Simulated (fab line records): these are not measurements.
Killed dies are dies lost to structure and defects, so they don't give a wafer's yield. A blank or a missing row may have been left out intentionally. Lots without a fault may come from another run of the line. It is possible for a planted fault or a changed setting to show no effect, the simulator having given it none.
Matching of chambers || flow n5Finfet || 4 sister chambers for N5_BEOL_M12_ETCH_68 on rieDiel-01
The step etches SOC in N2/H2, time 285 s. 8 wafers are shown with their chamber, then 8 later ones without.

WAFERS WITH THEIR CHAMBER
{"wafer": "L083.2", "chamber": 3, "showerheadPlenumPTorr (Torr)": 2.44, "oesProductAu (a.u.)": 0.83}
{"wafer": "L083.4", "chamber": 1, "showerheadPlenumPTorr (Torr)": 2.46, "oesProductAu (a.u.)": 0.82}
{"wafer": "L090.3", "chamber": 1, "showerheadPlenumPTorr (Torr)": 2.46, "oesProductAu (a.u.)": 0.81}
{"wafer": "L090.4", "chamber": 2, "showerheadPlenumPTorr (Torr)": 2.41, "oesProductAu (a.u.)": 0.70}
{"wafer": "L090.5", "chamber": 2, "showerheadPlenumPTorr (Torr)": 2.41, "oesProductAu (a.u.)": 0.69}
{"wafer": "L089.3", "chamber": 3, "showerheadPlenumPTorr (Torr)": 2.43, "oesProductAu (a.u.)": 0.82}
{"wafer": "L089.6", "chamber": 0, "showerheadPlenumPTorr (Torr)": 2.59, "oesProductAu (a.u.)": 0.97}
{"wafer": "L091.1", "chamber": 0, "showerheadPlenumPTorr (Torr)": 2.58, "oesProductAu (a.u.)": 0.96}

WAFERS WITH NO CHAMBER GIVEN
{"wafer": "L091.2", "showerheadPlenumPTorr (Torr)": 2.41, "oesProductAu (a.u.)": 0.70}
{"wafer": "L091.6", "showerheadPlenumPTorr (Torr)": 2.41, "oesProductAu (a.u.)": 0.70}
{"wafer": "L096.2", "showerheadPlenumPTorr (Torr)": 2.45, "oesProductAu (a.u.)": 0.80}
{"wafer": "L096.4", "showerheadPlenumPTorr (Torr)": 2.58, "oesProductAu (a.u.)": 0.94}
{"wafer": "L096.5", "showerheadPlenumPTorr (Torr)": 2.40, "oesProductAu (a.u.)": 0.69}
{"wafer": "L097.2", "showerheadPlenumPTorr (Torr)": 2.58, "oesProductAu (a.u.)": 0.94}
{"wafer": "L097.3", "showerheadPlenumPTorr (Torr)": 2.40, "oesProductAu (a.u.)": 0.69}
{"wafer": "L097.6", "showerheadPlenumPTorr (Torr)": 2.58, "oesProductAu (a.u.)": 0.94}

WHICH CHAMBER EACH WENT THROUGH
{"wafer": "L091.2", "from the rows above": 2, "in truth": 2}
{"wafer": "L091.6", "from the rows above": 2, "in truth": 2}
{"wafer": "L096.2", "from the rows above": "can't be placed: 1 or 3", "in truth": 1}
{"wafer": "L096.4", "from the rows above": 0, "in truth": 0}
{"wafer": "L096.5", "from the rows above": 2, "in truth": 2}
{"wafer": "L097.2", "from the rows above": 0, "in truth": 0}
{"wafer": "L097.3", "from the rows above": 2, "in truth": 2}
{"wafer": "L097.6", "from the rows above": 0, "in truth": 0}
Correct placement for 7 of the 8. Unplaceable from these rows: 1, with the true chamber sitting among the candidates in 1. 0 placed wrongly.
How it was worked out, from the rows above alone: a wafer's distance from a chamber is the root of the sum, over the readings, of the square of ((its reading less the chamber's mean) divided by the reading's scatter). If the next closest chamber is less than 2 further off than the closest, the wafer can't be placed; otherwise it belongs to the closest. A chamber's mean is the mean of its shown wafers. The scatter is the square root of a quotient: the sum, over the shown wafers, of each reading's squared deviation from its chamber's mean, divided by wafers minus chambers.
